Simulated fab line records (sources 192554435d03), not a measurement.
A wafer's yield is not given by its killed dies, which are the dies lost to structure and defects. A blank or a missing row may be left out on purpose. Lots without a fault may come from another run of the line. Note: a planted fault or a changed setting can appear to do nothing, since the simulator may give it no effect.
Matching of chambers	flow n5-finfet	N5_BEOL_M1_ETCH_70 on rie-diel-06 has 4 sister chambers
The step etches SOC in N2/H2, target depth 80 nm, overetch 16 nm, time 120 s. 4 wafers are shown with their chamber, then 8 later ones without.

WAFERS, EACH WITH ITS CHAMBER
wafer	chamber	showerhead-plenum-p-Torr (Torr)
L080.6	2	2.60
L082.6	1	2.52
L089.6	0	2.35
L092.1	3	2.40

WAFERS WITH NO CHAMBER GIVEN
wafer	showerhead-plenum-p-Torr (Torr)
L092.2	2.51
L092.6	2.59
L094.1	2.34
L094.2	2.59
L094.5	2.39
L096.2	2.51
L096.4	2.34
L096.5	2.39

EACH ONE'S CHAMBER
wafer	from the rows above	in truth
L092.2	1	1
L092.6	2	2
L094.1	0	0
L094.2	2	2
L094.5	3	3
L096.2	1	1
L096.4	0	0
L096.5	3	3
8 of 8 placed correctly. Number that these rows cannot place: 0. Number placed wrongly: 0.
How it was worked out, from the rows above alone: a wafer's distance from a chamber is the root of the sum, over the readings, of the square of ((its reading less the chamber's mean) divided by the reading's scatter). If the next closest chamber is less than 2 further off than the closest, the wafer can't be placed; otherwise it belongs to the closest. For every chamber, the mean is computed from those of its wafers that are shown. The scatter: with one shown wafer a chamber, the root of the mean of the squares of how far each hidden wafer lies from its nearest shown one.
